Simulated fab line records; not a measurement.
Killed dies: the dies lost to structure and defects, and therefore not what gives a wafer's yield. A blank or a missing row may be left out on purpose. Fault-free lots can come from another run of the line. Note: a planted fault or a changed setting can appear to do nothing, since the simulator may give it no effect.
Chamber matching / flow nand_harc / NHARC_A_STAIRCASE_DESCUM_168 on rie_diel-01: 3 sister chambers
The step chemistry O2, time 3 s. 3 wafers are shown with their chamber, then 5 later ones without.

## EACH WAFER AND ITS CHAMBER
wafer=L232.6; chamber=3; showerhead_plenum_p_Torr (Torr)=1.89
wafer=L240.6; chamber=1; showerhead_plenum_p_Torr (Torr)=1.89
wafer=L241.4; chamber=0; showerhead_plenum_p_Torr (Torr)=1.78

## WAFERS WITH NO CHAMBER GIVEN
wafer=L241.5; showerhead_plenum_p_Torr (Torr)=1.88
wafer=L242.3; showerhead_plenum_p_Torr (Torr)=1.88
wafer=L242.5; showerhead_plenum_p_Torr (Torr)=1.88
wafer=L243.2; showerhead_plenum_p_Torr (Torr)=1.88
wafer=L243.5; showerhead_plenum_p_Torr (Torr)=1.88

## WHICH CHAMBER EACH WENT THROUGH
wafer=L241.5; from the rows above=can't be placed: 1 or 3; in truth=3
wafer=L242.3; from the rows above=can't be placed: 1 or 3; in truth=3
wafer=L242.5; from the rows above=can't be placed: 1 or 3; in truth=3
wafer=L243.2; from the rows above=can't be placed: 1 or 3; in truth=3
wafer=L243.5; from the rows above=can't be placed: 1 or 3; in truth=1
Correct placement for 0 of the 5. These rows do not allow placing 5 (true chamber among the candidates in 5). Placed wrongly: 0.
How it was worked out, from the rows above alone: a wafer's distance from a chamber is the root of the sum, over the readings, of the square of ((its reading less the chamber's mean) divided by the reading's scatter). If the next closest chamber is less than 2 further off than the closest, the wafer can't be placed; otherwise it belongs to the closest. A chamber's mean is the mean of its shown wafers. The scatter: with one shown wafer a chamber, the root of the mean of the squares of how far each hidden wafer lies from its nearest shown one.
